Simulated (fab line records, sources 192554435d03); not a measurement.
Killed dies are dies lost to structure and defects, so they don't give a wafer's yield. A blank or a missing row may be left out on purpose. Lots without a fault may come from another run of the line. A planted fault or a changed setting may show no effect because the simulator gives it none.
A struck lot beside a sound one | flow n5_finfet | 15 steps out of a route of 1938
Sound: wafers L536.1, L536.2, L536.5. Struck: wafers L546.2, L546.4, L546.6. The cause comes at the end.
At each step with rows: each side's tool, then ch and its chambers, then its first start. Under that, the readings that differ: sound wafers | struck wafers | difference of the means | sigmas: that difference in standard deviations of wafers without a fault.
alike: readings whose means differ by less than 2 such deviations, and words and numbers that are the same on both sides. not compared: withheld readings, readings that some wafer has no value for, bounds like >300 that may hide the same value, and numbers for which the record gives no deviation and whose values overlap.
The two part at a step that has a row with sigmas, a row that says differs or no value, or rows on one side only. Numbers that don't overlap but have no deviation are shown without sigmas and don't part them. A reading that every wafer of one side lacks parts them only if that side has two wafers or more.

first, 2 steps without rows for these wafers: N5_BEOL_M15_SPUTTER_45 (material Cu, target thk 100 nm, time 16.67 s); N5_BEOL_M15_ECD_47 (material Cu, target thk 1860 nm).
N5_BEOL_M15_ANNEAL_48: time 90 s.
  sound on rtp_anneal-01 ch 0, day 12 03:04; struck on rtp_anneal-01 ch 0, day 15 18:02
  alike: wafer_temp_C_max
N5_BEOL_M15_CMP_49: polishes, stops on SiO2, t overpolish 4.9 s, target thk 850 nm.
  sound on cmp-02 ch 1,2, day 12 03:23; struck on cmp-01 ch 0,3, day 15 18:17
  reading                   | sound             | struck            | difference | sigmas
  clearing_platen_rpm (rpm) | 80.04 79.86 79.95 | 80.04 80.04 80.05 | +0.09      | +2
  motor_current_A (A)       | 7.9 6.1 7.4       | 10.1 7.7 10.0     | +2.1       | +2
  alike: barrier_field_endpoint_s, overpolish_run_s, platen_rpm
N5_BEOL_M15_THK_MEAS_50: measures by xrf.
  sound on film_metro-02, day 12 03:39; struck on film_metro-02, day 15 18:35
  alike: M15_THK
then, 1 step without rows for these wafers: N5_BEOL_M15_PRE_CLEAN_52 (time 15 s).
N5_BEOL_M15_DEP_53: deposits SiCN from 3MS/NH3, target thk 50 nm, time 17.8 s.
  sound on pecvd-02 ch 0,1,2, day 12 03:43; struck on pecvd-02 ch 0,1,2, day 15 18:38
  alike: showerhead_plenum_p_Torr, throttle_valve_pct
  not compared: since_wet_clean_h
N5_BEOL_M15_RS_MEAS_54: measures by four-point-probe.
  sound on film_metro-01, day 12 03:47; struck on film_metro-02, day 15 18:43
  alike: M15_RS
N5_BEOL_M15_INSPECT_55: inspects for defects (darkfield).
  sound on defect_inspect-02, day 12 03:48; struck on defect_inspect-02, day 15 18:44
  reading          | sound    | struck     | difference | sigmas
  raw_defect_count | 39 44 39 | 78 131 101 | +63        | +3
N5_BEOL_M15_RC_MEAS_101:
  sound on prober-02 ch 0, day 12 03:50; struck on prober-02 ch 0, day 15 19:49
  alike: etest_temp_c, COMB_M10, COMB_M11, COMB_M12, COMB_M13, COMB_M14, COMB_M15, COMB_M5, COMB_M6, COMB_M7, COMB_M8, COMB_M9, SERP_M10, SERP_M11, SERP_M12, SERP_M13, SERP_M13_max_site, SERP_M14, SERP_M5, SERP_M6, SERP_M7, SERP_M8, SERP_M9
N5_PASSIVATION_PECVD_00: deposits SiO2 from SiH4/N2O, target thk 200 nm, time 11.2 s.
  sound on pecvd-02 ch 0,2, day 12 04:47; struck on pecvd-02 ch 0,2, day 15 20:37
  alike: heater_power_w, showerhead_plenum_p_Torr, throttle_valve_pct
  not compared: since_wet_clean_h
N5_MIM_BOT_DEGAS_01: time 60 s.
  sound on pvd_sputter-03, day 12 06:11; struck on pvd_sputter-02, day 15 20:44
  alike: heater_power_w
N5_MIM_BOT_SPUTTER_00: material TiN, target thk 35 nm, time 89.7 s.
  sound on pvd_sputter-03, day 12 06:13; struck on pvd_sputter-02, day 15 20:47
  reading                  | sound                | struck               | difference | sigmas
  chamber_pressure_pa (Pa) | 0.5001 0.4991 0.4994 | 0.5394 0.5393 0.5395 | +0.0399    | +40
  alike: throttle_valve_pct
then, 2 steps without rows for these wafers: N5_MIM_TOP_ALD_00 (deposits Al2O3, purge time 3 s, co reactant pulse time 3 s); N5_PASSIVATION_PROBE_49.

WHERE THEY PART
First at N5_BEOL_M15_CMP_49; last, within this record, at N5_MIM_BOT_SPUTTER_00.

WHY: what the simulator had put in
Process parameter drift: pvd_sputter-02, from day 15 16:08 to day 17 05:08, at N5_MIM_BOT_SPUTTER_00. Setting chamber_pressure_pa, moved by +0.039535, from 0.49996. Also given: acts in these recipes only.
